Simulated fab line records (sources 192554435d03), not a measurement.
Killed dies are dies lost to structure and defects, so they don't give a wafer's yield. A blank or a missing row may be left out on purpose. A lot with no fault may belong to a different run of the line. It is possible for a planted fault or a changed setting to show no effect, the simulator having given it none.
Matching of chambers | flow n5-finfet | 4 sister chambers for N5_BEOL_M9_STRIP_36 on rie-diel-03
The step strips in N2/H2. 4 wafers are shown with their chamber, then 11 later ones without.

== WAFERS PAIRED WITH THEIR CHAMBERS ==
wafer  | chamber | drypump-motor-current-A (A)
L088.1 | 3       | 5.7
L091.1 | 0       | 5.7
L091.3 | 1       | 5.6
L092.1 | 2       | 5.2

== WAFERS MISSING THEIR CHAMBER ==
wafer  | drypump-motor-current-A (A)
L092.2 | 5.5
L092.3 | 5.7
L092.4 | 5.7
L092.5 | 5.7
L092.6 | 5.7
L094.2 | 5.6
L094.3 | 5.7
L094.6 | 5.7
L097.1 | 5.2
L097.2 | 5.7
L097.5 | 5.2

== EACH ONE'S CHAMBER ==
wafer  | from the rows above     | in truth
L092.2 | 1                       | 1
L092.3 | can't be placed: 0 or 3 | 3
L092.4 | can't be placed: 0 or 3 | 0
L092.5 | can't be placed: 0 or 3 | 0
L092.6 | can't be placed: 0 or 3 | 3
L094.2 | 1                       | 1
L094.3 | can't be placed: 0 or 3 | 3
L094.6 | can't be placed: 0 or 3 | 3
L097.1 | 2                       | 2
L097.2 | can't be placed: 0 or 3 | 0
L097.5 | 2                       | 2
4 of 11 placed correctly. From these rows, 7 cannot be placed; in 7 the true chamber is one of the candidates. Number placed wrongly: 0.
How it was worked out, from the rows above alone: a wafer's distance from a chamber is the root of the sum, over the readings, of the square of ((its reading less the chamber's mean) divided by the reading's scatter). The wafer belongs to the nearest chamber; if the next one is less than 2 further off, it can't be placed. Each chamber's mean is taken over the wafers shown for it. The scatter: with one shown wafer a chamber, the root of the mean of the squares of how far each hidden wafer lies from its nearest shown one.
